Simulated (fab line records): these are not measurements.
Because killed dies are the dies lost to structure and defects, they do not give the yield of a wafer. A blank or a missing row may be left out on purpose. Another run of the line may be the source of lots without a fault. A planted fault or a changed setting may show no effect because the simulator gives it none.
Problem report in the 8D (eight disciplines) form, filled by code    flow n5 finfet    the parts of the form that need people (team, actions taken, sign-off) are left out

== 1. WHAT IS WRONG ==
At N5_BEOL_M4_INSPECT_59, raw defect count averages 474 over 6 wafers from 2 lots, while fault-free wafers read 72, standard deviation 23. Relative to the usual mean, that is a shift of +17 standard deviations.
The step: inspects for defects (darkfield).
Seen first at day 13 14:56 on defect inspect-02, wafer L804.1. The record has a number at this step for 30 wafers belonging to 10 lots. Rule for "out", or "out of limits": more than 4 standard deviations from the usual mean. All remaining wafers that have a number are taken as sound.

== 2. WHAT IT IS, WHAT IT ISN'T ==
question                     is                      is not
which readings at this step  raw defect count        -
which lots                   L804, L806              L789, L790, L795, L797, L798, L807, L810, L811
which wafers of those lots   all that have a number  -
read on which gauges         defect inspect-02       defect inspect-01
when                         from day 13 14:56       up to then (15 sound wafers); but 9 sound wafers of L807, L810, L811 came after

== 3. SUSPECTS, AND WHAT RULES EACH OUT ==
Counting: any tool at a process step up to the reading is kept as a suspect provided that every lot that is out went through it and no sound lot did after the first of them.
- the gauge at N5_BEOL_M4_INSPECT_59: ruled out. All the wafers that are out were read on defect inspect-02, but those of them that N5_PASSIVATION_PROBE_49 has rows for are out there too, on other tools.
- pecvd-01 at N5_BEOL_M4_PRE_CLEAN_56 (time 15 s): kept. It ran every lot that is out, first L804 (day 13 14:49), and no sound lot after that; its last sound lot up to then is L797 (day 11 02:20).
After counting, what remains is pecvd-01 at N5_BEOL_M4_PRE_CLEAN_56.

== 4. THE CAUSE (what the simulator had put in) ==
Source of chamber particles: pecvd-01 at N5_BEOL_M4_PRE_CLEAN_56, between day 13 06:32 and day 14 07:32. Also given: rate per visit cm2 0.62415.
This tool alone remained once counting was done.

== 5. THE CHAIN OF EFFECTS, in route order ==
Rows list readings where the struck wafers' mean (over those with a number) sits beyond 3 standard deviations from the usual. Only readings for which the record gives a usual standard deviation are gone through. hours: the time from each lot's start at the first step in this table that gives one to its start at this step, as a median over the lots. sigmas: the change in usual standard deviations.
hours  step                     reading               usual   on struck wafers  change  sigmas
0      N5_BEOL_M4_INSPECT_59    raw defect count      72      474               +402    +17
2      N5_BEOL_M5_INSPECT_13    raw defect count      412     798               +386    +3.9
107    N5_PASSIVATION_PROBE_49  defect limited yield  91.4 %  83.1              -8.3    -5.5
107    N5_PASSIVATION_PROBE_49  killed_at_M4_up       14      118               +104    +20
107    N5_PASSIVATION_PROBE_49  killed dies           102     199               +97     +5.7
107    N5_PASSIVATION_PROBE_49  sort_bin_5_function   5.1 %   10.9              +5.8    +6.2
107    N5_PASSIVATION_PROBE_49  sort n pass           1078    981               -97     -5.4
107    N5_PASSIVATION_PROBE_49  sort yield pct        91.3 %  83.1              -8.2    -5.4
The process steps in it:
- N5_PASSIVATION_PROBE_49
At these later measuring or inspecting steps, every struck wafer for which the step has a row has a number for every such reading, and none has moved that far: N5_BEOL_M4_RC_MEAS_101.

== 6. HOW IT WOULD HAVE BEEN CAUGHT EARLIER ==
In this record the first reading out of limits at a measuring or inspecting step was taken at day 13 14:56, 8 hours after the fault began at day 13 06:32.
Of the lots that are out (2), L806 began N5_BEOL_M4_PRE_CLEAN_56 on pecvd-01 after day 13 14:56. Putting the tool on hold at that point would have spared it.
